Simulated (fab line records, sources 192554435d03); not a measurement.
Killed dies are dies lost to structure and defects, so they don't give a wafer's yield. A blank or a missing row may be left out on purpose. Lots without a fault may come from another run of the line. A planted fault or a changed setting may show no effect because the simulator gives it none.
Split-lot experiment | flow n5_finfet | 7 lots, 21 wafers read, on a route of 1938 steps

THE SPLIT
At N5_BEOL_M14_DEP_53 (deposits SiCN from 3MS/NH3, target thk 50 nm, time 17.8 s), the setting time_s was moved away from the recipe's 17.8 s on 8 of the 21 wafers read, by -14.1% to +14.2%. The other wafers ran this setting at the recipe's value.

The reading is taken at the split's own step.

THE READING
SiCN_of_BEOL_M14_DEP_53.thk_nm (the simulator's own value, which no gauge read), in nm, at N5_BEOL_M14_DEP_53 (deposits SiCN from 3MS/NH3, target thk 50 nm, time 17.8 s). The file gives no usual value for it. The 13 wafers here that ran the recipe average 49.8 nm, standard deviation 0.42 nm.

wafer  | tool, chamber at the split | time_s as run, s | against the recipe | SiCN_of_BEOL_M14_DEP_53.thk_nm, nm | against lot-mates on the recipe
L078.1 | pecvd-02, 1                | 19.54            | +9.8%              | 54.6                               | +4.4
L078.4 | pecvd-02, 0                | 19.54            | +9.8%              | 55.8                               | +5.6
L078.6 | pecvd-02, 2                | 17.8             | recipe             | 50.2                               | -
L079.2 | pecvd-01, 2                | 15.67            | -12.0%             | 43                                 | -7.0
L079.3 | pecvd-01, 0                | 15.67            | -12.0%             | 43.8                               | -6.2
L079.5 | pecvd-01, 2                | 17.8             | recipe             | 50                                 | -
L089.2 | pecvd-03, 2                | 17.8             | recipe             | 49.2                               | -
L089.4 | pecvd-03, 1                | 17.8             | recipe             | 50                                 | -
L089.5 | pecvd-03, 0                | 19.97            | +12.2%             | 57.2                               | +7.6
L092.2 | pecvd-03, 0                | 17.8             | recipe             | 50.2                               | -
L092.3 | pecvd-03, 1                | 17.8             | recipe             | 49.4                               | -
L092.5 | pecvd-03, 0                | 15.5             | -12.9%             | 44.8                               | -5.0
L091.1 | pecvd-02, 2                | 17.8             | recipe             | 50                                 | -
L091.3 | pecvd-02, 1                | 17.8             | recipe             | 49.4                               | -
L091.4 | pecvd-02, 0                | 15.29            | -14.1%             | 43.6                               | -6.1
L093.3 | pecvd-03, 0                | 17.8             | recipe             | 50.4                               | -
L093.5 | pecvd-03, 2                | 17.8             | recipe             | 49.4                               | -
L093.6 | pecvd-03, 0                | 20.32            | +14.2%             | 57                                 | +7.1
L097.2 | pecvd-01, 0                | 17.8             | recipe             | 49.8                               | -
L097.4 | pecvd-01, 0                | 17.8             | recipe             | 49.8                               | -
L097.3 | pecvd-01, 2                | 17.8             | recipe             | 49                                 | -

THE FIT
A straight line over all 21 wafers: SiCN_of_BEOL_M14_DEP_53.thk_nm changes by +0.506 nm for each +1% of time_s; r = +0.99; the points scatter about the line by 0.66 nm.
The same after taking each lot's own level away (the mean of its wafers on the recipe; 21 wafers): +0.503 nm for each +1%; r = +0.99; scatter 0.67 nm.
On that fit, the largest move of time_s shifts the reading by 7.1 nm.
The lots' own levels span 49.53 to 50.20 nm, that is 1.6 times the standard deviation above.
So the lot-to-lot level changes the slope little: the two slopes agree.
Check: with one of the wafers moved furthest among these (+14.2%) left out of the fit, the line predicts +7.31 nm for it against its lot-mates. It came out at +7.1 nm against them.

OTHER SPLITS ON THESE WAFERS
These wafers also went through other splits before the reading. Each is held against what the fit with the lots' levels taken away leaves over:
other split on the same wafers    | wafers away from the commonest value | r with SiCN_of_BEOL_M14_DEP_53.thk_nm (lot level and that fit taken away)
N5_BEOL_M11_PECVD_70 time_s       | 5                                    | +0.20
N5_BEOL_M11_ETCH_66 time_s        | 8                                    | +0.20
N5_BEOL_M11_TRENCH_ETCH_37 bias_w | 4                                    | -0.42
N5_BEOL_M13_COAT_66 spin_rpm      | 8                                    | +0.19
N5_BEOL_M14_EXPOSE_07 dose_mj     | 11                                   | -0.22

THE FILE'S OWN FIT
SiCN_of_BEOL_M14_DEP_53.thk_nm changes by +0.495 nm for each +1% of time_s, r = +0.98.
